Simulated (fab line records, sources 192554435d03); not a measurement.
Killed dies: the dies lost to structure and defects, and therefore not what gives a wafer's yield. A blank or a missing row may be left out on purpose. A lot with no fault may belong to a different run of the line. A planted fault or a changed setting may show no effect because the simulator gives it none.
Chamber matching ; flow n5-finfet ; N5_BEOL_M0_CUTY_DESCUM_61 on rie-diel-05 has 4 sister chambers
The step chemistry O2, time 7.9 s. 8 wafers are shown with their chamber, then 11 later ones without.

## WAFERS WITH THEIR CHAMBER
wafer;chamber;drypump-motor-current-A (A);showerhead-plenum-p-Torr (Torr)
L080.2;0;5.3;1.90
L083.3;2;5.5;1.98
L084.1;3;5.1;2.07
L084.2;2;5.4;1.98
L089.2;0;5.3;1.90
L089.4;1;6.6;2.24
L089.6;3;5.1;2.06
L091.4;1;6.6;2.24

## WAFERS MISSING THEIR CHAMBER
wafer;drypump-motor-current-A (A);showerhead-plenum-p-Torr (Torr)
L091.5;5.3;1.90
L091.6;5.2;2.06
L093.1;5.3;1.89
L093.3;6.6;2.24
L093.4;5.3;1.89
L096.1;5.1;2.06
L096.4;6.6;2.24
L096.5;6.6;2.24
L097.1;5.1;2.06
L097.4;6.6;2.24
L097.6;5.1;2.06

## EACH ONE'S CHAMBER
wafer;from the rows above;in truth
L091.5;0;0
L091.6;3;3
L093.1;0;0
L093.3;1;1
L093.4;0;0
L096.1;3;3
L096.4;1;1
L096.5;1;1
L097.1;3;3
L097.4;1;1
L097.6;3;3
Correct placement for 11 of the 11. Not placeable from these rows: 0. 0 placed wrongly.
How it was worked out, from the rows above alone: a wafer's distance from a chamber is the root of the sum, over the readings, of the square of ((its reading less the chamber's mean) divided by the reading's scatter). If the next closest chamber is less than 2 further off than the closest, the wafer can't be placed; otherwise it belongs to the closest. A chamber's mean is the mean of its shown wafers. The scatter: take each reading less its chamber's mean, square it, sum over the shown wafers, divide by the number of wafers less the number of chambers, and take the root.
